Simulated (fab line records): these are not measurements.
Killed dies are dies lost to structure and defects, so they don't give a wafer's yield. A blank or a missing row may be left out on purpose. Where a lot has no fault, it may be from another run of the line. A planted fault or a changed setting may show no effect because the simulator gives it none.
Struck lot and sound lot, side by side ; flow nand_harc ; 14 steps out of a route of 1302
Sound: wafers L993.1, L993.3, L993.6. Wafers L988.2, L988.3, L988.5 were the ones struck. The cause is named last.
For every step that has rows: the tool of each side, followed by ch and its chambers, followed by its first start. Under that, the readings that differ: sound wafers ; struck wafers ; difference of the means ; sigmas: that difference in standard deviations of wafers without a fault.
alike: same words and numbers on both sides, and readings whose means sit less than 2 such deviations apart. not compared: any withheld reading, any reading some wafer has no value for, any bound like >300 that may hide the same value, and any number with overlapping values for which the record gives no deviation.
Wherever a step has rows on one side only, a row that says differs or no value, or a row with sigmas, the two part there. Numbers that have no deviation but don't overlap get no sigmas and don't part them. A reading missing from all wafers of one side parts the sides only when that side holds two or more wafers.

NHARC_A_M1_PRE_CLEAN_32: time 12 s.
  sound on pecvd-02 ch 1,2, day 29 07:14; struck on pecvd-03 ch 0,2, day 28 00:16
  alike: heater_power_w
NHARC_A_M1_DEP_33: deposits SiCN, target thk 30 nm.
  sound on pecvd-02 ch 1,2, day 29 07:19; struck on pecvd-03 ch 0,2, day 28 00:23
  alike: heater_power_w
NHARC_A_BONDPAD_DEP_00: deposits SiCN, target thk 250 nm.
  sound on pecvd-02 ch 0,2; struck on pecvd-02 ch 1,2, day 28 00:53
  alike: heater_power_w
NHARC_A_BONDPAD_CMP_29: polishes SiCN, target thk 200 nm.
  sound on cmp-02 ch 1,2,3, day 29 08:16; struck on cmp-03 ch 1,2, day 28 01:17
  alike: motor_current_A
NHARC_A_BONDPAD_THK_MEAS_30: measures by ellipsometry.
  struck on film_metro-02, day 28 01:33; sound on film_metro-02, day 29 08:31
  alike: thk_nm
then, 7 steps without rows for these wafers: NHARC_A_BONDPAD_SRD_31; NHARC_A_BONDPAD_DEHYDRATE_01 (time 120 s); NHARC_A_BONDPAD_HMDS_02 (time 30 s); NHARC_A_BONDPAD_COAT_33 (time 65 s); NHARC_A_BONDPAD_COAT_03 (resist thk 600 nm); NHARC_A_BONDPAD_SOFTBAKE_04 (time 70 s); NHARC_A_BONDPAD_EBR_05.
NHARC_A_BONDPAD_EXPOSE_06: exposes mask A BPAD.
  struck on krf_scanner-04, day 28 01:50; sound on krf_scanner-04 ch 0, day 29 08:56
  no value came back on the struck wafers for exposure_dose_mJ_cm2, focus_offset_nm (nm); on the sound wafers exposure_dose_mJ_cm2 reads 37.03 37.03 37.03
  alike: mask
then, 1 step without rows for these wafers: NHARC_A_BONDPAD_PEB_07 (peb time 80 s).

== WHERE THEY PART ==
Only at NHARC_A_BONDPAD_EXPOSE_06, as far as this record shows.

WHY: the cause the simulator had injected
Skipped step whole: krf_scanner-04, from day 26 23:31 on, at NHARC_A_BONDPAD_EXPOSE_06. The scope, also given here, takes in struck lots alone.
